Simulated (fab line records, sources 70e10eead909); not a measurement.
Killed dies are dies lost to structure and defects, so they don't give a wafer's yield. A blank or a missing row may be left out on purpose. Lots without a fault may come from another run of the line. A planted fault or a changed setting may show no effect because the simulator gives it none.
Which tool did it? | flow nand_harc | 12 lots, 36 wafers sampled, at 4 steps of a route of 1302

WHAT THE GAUGES READ, wafer by wafer
NHARC_A_CONTACT_CD_MEAS_15.
lot  | measured     | on        | cd_nm (nm)
L075 | day 23 00:46 | cd_sem-01 | 189.9 190.1 189.6
L077 | day 23 08:14 | cd_sem-03 | 190.5 189.8 190.2
L079 | day 24 11:12 | cd_sem-03 | 188.9 189.6 189.8
L080 | day 25 02:23 | cd_sem-01 | 190.6 190.6 190.0
L084 | day 26 12:10 | cd_sem-02 | 190.4 190.2 190.4
L086 | day 27 07:07 | cd_sem-03 | 190.5 190.5 190.6
L087 | day 28 11:00 | cd_sem-03 | 190.1 189.8 189.7
L088 | day 28 15:11 | cd_sem-01 | 190.6 190.6 190.3
L090 | day 29 12:25 | cd_sem-01 | 190.1 190.4 189.9
L093 | day 29 22:35 | cd_sem-01 | 191.2 190.5 191.2
L095 | day 31 11:02 | cd_sem-01 | 191.2 190.0 190.3
L097 | day 32 16:40 | cd_sem-01 | 189.7 189.9 189.6

WHICH TOOL RAN EACH LOT (tool, then ch and the chambers of the sampled wafers, then the start)
lot  | NHARC_A_CONTACT_ETCH_124             | NHARC_A_CONTACT_ETCH_97                       | NHARC_A_CONTACT_ETCH_139
L075 | har_cap_etch-02 ch 0,1, day 22 12:56 | rie_diel-02 ch 0,1,2, day 23 00:07 or earlier | har_cap_etch-02 ch 0,1, day 23 00:07
L077 | har_cap_etch-03 ch 0,1, day 22 22:26 | rie_diel-12 ch 1,2, day 23 07:27 or earlier   | har_cap_etch-03 ch 0,1, day 23 07:27
L079 | har_cap_etch-03 ch 0, day 24 00:38   | rie_diel-02 ch 0,1,2, day 24 10:28 or earlier | har_cap_etch-03 ch 0,1, day 24 10:28
L080 | har_cap_etch-01 ch 0,1, day 24 16:16 | rie_diel-03 ch 0,2, day 25 01:38 or earlier   | har_cap_etch-02 ch 0,1, day 25 01:38
L084 | har_cap_etch-02 ch 0,1, day 26 00:04 | rie_diel-02 ch 0,2,3, day 26 11:22 or earlier | har_cap_etch-01 ch 0,1, day 26 11:22
L086 | har_cap_etch-02 ch 0,1, day 26 20:52 | rie_diel-03 ch 0,1,3, day 26 23:26            | har_cap_etch-03 ch 0,1, day 27 06:20
L087 | har_cap_etch-01 ch 0,1, day 27 22:51 | rie_diel-12 ch 1,2, day 28 10:04 or earlier   | har_cap_etch-01 ch 0,1, day 28 10:04
L088 | har_cap_etch-02 ch 0,1, day 28 04:47 | rie_diel-03 ch 2,3, day 28 14:32 or earlier   | har_cap_etch-03 ch 0,1, day 28 14:32
L090 | har_cap_etch-02 ch 0,1, day 28 22:30 | rie_diel-02 ch 0,1,3, day 29 11:38 or earlier | har_cap_etch-01 ch 0,1, day 29 11:38
L093 | har_cap_etch-03 ch 0, day 29 06:19   | rie_diel-03 ch 0,1,2, day 29 21:49 or earlier | har_cap_etch-01 ch 0,1, day 29 21:49
L095 | har_cap_etch-02 ch 0,1, day 30 23:05 | rie_diel-03 ch 0,1, day 31 01:37              | har_cap_etch-02 ch 1, day 31 10:13
L097 | har_cap_etch-03 ch 0,1, day 32 03:55 | rie_diel-03 ch 1,2, day 32 15:58 or earlier   | har_cap_etch-01 ch 0,1, day 32 15:58
- NHARC_A_CONTACT_ETCH_124: etches the open film in C4F8/O2/Ar, time 140 s, target depth 700 nm.
- NHARC_A_CONTACT_ETCH_97: etches the open film in C4F6/O2, target depth 20 nm, time 10 s.
- NHARC_A_CONTACT_ETCH_139: etches the open film in C4F8/O2/Ar, time 195 s, target depth 840 nm.

THE ANSWER, worked out from the rows above alone
Rule: what is usual is taken from the lots themselves. Put in order of their means at a reading, lots are off if they are a third of the lots or fewer, leave a main group of 4 or more, and stand apart from it by a gap of 3 or more times the standard deviation of the main group's means; of several such gaps the widest counts. A main group whose means are all the same, to the digits that the tables above print for the reading, isn't used. A lot without any number at a reading at which 4 lots or more have one is off too. The other lots that the step has rows for count as sound.
No lot is off at any reading shown: from this, nothing can be told.

WHAT THE SIMULATOR HAD PUT IN
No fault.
